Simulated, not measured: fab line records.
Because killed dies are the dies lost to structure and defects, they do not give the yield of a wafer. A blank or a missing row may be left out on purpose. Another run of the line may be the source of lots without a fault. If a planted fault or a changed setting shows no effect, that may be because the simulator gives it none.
A lot that was struck, set against a sound lot | flow n5Finfet | 16 out of 1938 route steps
Sound: these wafers, L436.1, L436.3, L436.4. Wafers L437.1, L437.2, L437.3 were the ones struck. Last of all comes the cause.
Each step with rows lists, per side, the tool, then ch with its chambers, then its first start. Under that, the readings that differ: sound wafers | struck wafers | difference of the means | sigmas: that difference in standard deviations of wafers without a fault.
alike: words and numbers the same on both sides, and readings whose means are apart by under 2 such deviations; not compared: readings that were withheld, readings missing a value for some wafer, numbers with overlapping values and no deviation given by the record, and bounds like >300 which may hide the same value.
The two part at a step that has a row with sigmas, a row that says differs or no value, or rows on one side only. When numbers do not overlap yet have no deviation, they are printed without sigmas and do not part them. A reading missing from all wafers of one side parts the sides only when that side holds two or more wafers.

N5_SDB_THK_MEAS_31:
  sound on filmMetro-01 at day 4 06:20; struck on filmMetro-01 at day 4 12:12
  alike: SDB_THK
N5_SDB_INSPECT_36: inspects for defects (darkfield).
  sound on defectInspect-01 at day 4 06:21; struck on defectInspect-01 at day 4 12:13
  alike: rawDefectCount
N5_DUMMY_REMOVAL_HM_STRIP_01: strips SiNx in CH3F/O2, stops on poly-Si, target depth 4 nm, time 6.8 s.
  sound on rieDiel-04 ch 0,1, day 4 06:23; struck on rieDiel-03 ch 1,2,3, day 4 12:16
  alike: drypumpMotorCurrentA, oesProductAu, rfVppV, showerheadPlenumPTorr, throttleValvePct
  not compared: rfHoursCounterH
N5_DUMMY_REMOVAL_STRIP_10: strips in N2/H2, time 40 s.
  sound on rieDiel-04 ch 0,1, day 4 06:25; struck on rieDiel-03 ch 1,2,3, day 4 12:17
  alike: drypumpMotorCurrentA, oesProductAu, rfVppV, showerheadPlenumPTorr, throttleValvePct
  not compared: rfHoursCounterH
then, 2 steps without rows for these wafers: N5_DUMMY_REMOVAL_PRECLEAN_07 (cleans in dHF, time 30 s); N5_DUMMY_REMOVAL_DUMMY_REMOVE_02 (chemistry TMAH, target poly-Si, stops on SiO2, target depth 142 nm, time 57 s, rinse time 30 s).
N5_DUMMY_REMOVAL_INSPECT_06: inspects for defects (brightfield).
  sound on defectInspect-02 at day 4 06:35; struck on defectInspect-01 at day 4 12:27
  alike: rawDefectCount
then, 4 steps without rows for these wafers: N5_DUMMY_REMOVAL_PRECLEAN_08 (cleans in NF3:NH3, afs cycles 2, time 20 s, sublimation time 60 s); N5_DUMMY_REMOVAL_PRECLEAN_04 (cleans in DHF, time 37 s); N5_DUMMY_REMOVAL_SRD_05 (time 30 s); N5_HKMG_FIN_IL_REGROW_00 (material SiO2, chemistry O3, target thk 0.75 nm, time 30 s).
N5_HKMG_FIN_HK_ALD_01: deposits HfO2, target thk 1.6 nm, pulse time 3 s, purge time 3 s.
  sound on aldHk-03 ch 0,2,3, day 4 06:56; struck on aldHk-02 ch 1,2,3, day 4 12:49
  alike: precursorPulseHeightRel
N5_HKMG_FIN_HK_ANNEAL_02: time 30 s.
  sound on rtpAnneal-01 ch 0, day 4 07:07; struck on rtpAnneal-01 ch 0, day 4 13:00
reading             | sound             | struck            | difference | sigmas
lampPowerPct (%)    | 8.74 8.86 8.76    | 8.46 8.40 8.32    | -0.39      | -7
lamp_zone_1_pct (%) | 8.792 8.779 8.782 | 8.368 8.373 8.382 | -0.410     | -44
lamp_zone_2_pct (%) | 8.797 8.797 8.805 | 8.381 8.369 8.361 | -0.429     | -54
lamp_zone_3_pct (%) | 8.784 8.804 8.793 | 8.380 8.375 8.381 | -0.415     | -44
lamp_zone_4_pct (%) | 8.793 8.797 8.792 | 8.370 8.390 8.372 | -0.417     | -47
lamp_zone_5_pct (%) | 8.799 8.780 8.798 | 8.380 8.356 8.367 | -0.425     | -43
lamp_zone_6_pct (%) | 8.722 8.727 8.728 | 8.297 8.300 8.303 | -0.426     | -46
lamp_zone_7_pct (%) | 9.198 9.202 9.191 | 8.749 8.742 8.749 | -0.450     | -46
  alike: wafer_temp_C_max
N5_HKMG_FIN_ALD_74: deposits La2O3, target thk 0.5 nm, pulse time 6 s, co reactant pulse time 1 s.
  sound on aldHk-01 ch 0,2,3, day 4 07:20; struck on aldHk-03 ch 1,2,3, day 4 13:13
  alike: heaterPowerW, precursorPulseHeightRel
-- a jump in the record: the struck wafers' starts before and after are 4 days apart (it breaks off in module HKMG_FIN and resumes in module BEOL_M4, where the first step shown is number 1111 of the route) --
N5_BEOL_M4_RC_MEAS_101:
  sound on prober-01 ch 0, day 8 07:18; struck on prober-01 ch 0, day 8 09:07
  alike: DIBL_N, DIBL_P, IOFF_N, IOFF_P, ION_N, ION_P, SS_N, SS_P, VT_N, VT_P
N5_PASSIVATION_PROBE_49:
  the record holds rows for the sound wafers here (prober-02, day 13 10:38) but none for the struck ones

## WHERE THEY PART
Last at N5_PASSIVATION_PROBE_49 as far as this record goes, first at N5_HKMG_FIN_HK_ANNEAL_02.

WHY: what had been put in by the simulator
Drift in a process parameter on rtpAnneal-01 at N5_HKMG_FIN_HK_ANNEAL_02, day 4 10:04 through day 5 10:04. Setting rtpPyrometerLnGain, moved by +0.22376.
